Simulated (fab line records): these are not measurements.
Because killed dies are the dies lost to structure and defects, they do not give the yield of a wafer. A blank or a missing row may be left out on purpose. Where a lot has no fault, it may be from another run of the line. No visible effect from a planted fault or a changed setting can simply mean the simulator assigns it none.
Chamber matching | flow nand_harc | rie_diel-02 running NHARC_A_STAIRCASE_STRIP_476: 4 sister chambers
The step strips in O2, time 20 s. 7 wafers are shown with their chamber, then 7 later ones without.

## WAFERS WITH THEIR CHAMBER
wafer  | chamber | showerhead_plenum_p_Torr (Torr) | drypump_motor_current_A (A)
L140.1 | 3       | 3.80                            | 5.1
L139.4 | 1       | 3.34                            | 5.7
L142.2 | 0       | 3.37                            | 5.2
L142.3 | 2       | 3.57                            | 5.8
L142.6 | 0       | 3.37                            | 5.3
L152.3 | 1       | 3.32                            | 5.7
L152.5 | 2       | 3.55                            | 5.7

## WAFERS WITH NO CHAMBER GIVEN
wafer  | showerhead_plenum_p_Torr (Torr) | drypump_motor_current_A (A)
L152.6 | 3.78                            | 5.1
L154.4 | 3.55                            | 5.7
L154.5 | 3.78                            | 5.1
L154.6 | 3.35                            | 5.2
L153.1 | 3.78                            | 5.1
L153.3 | 3.35                            | 5.3
L153.4 | 3.32                            | 5.7

## EACH ONE'S CHAMBER
wafer  | from the rows above | in truth
L152.6 | 3                   | 3
L154.4 | 2                   | 2
L154.5 | 3                   | 3
L154.6 | 0                   | 0
L153.1 | 3                   | 3
L153.3 | 0                   | 0
L153.4 | 1                   | 1
7 of 7 placed correctly. Can't be placed from these rows: 0. Wrongly placed: 0.
How it was worked out, from the rows above alone: a wafer's distance from a chamber is the root of the sum, over the readings, of the square of ((its reading less the chamber's mean) divided by the reading's scatter). If the next closest chamber is less than 2 further off than the closest, the wafer can't be placed; otherwise it belongs to the closest. The mean given for a chamber averages the wafers shown for that chamber. How the scatter is found: for the shown wafers, subtract from each reading the mean of its chamber, square and add these, divide the total by (wafers less chambers), then take the root.
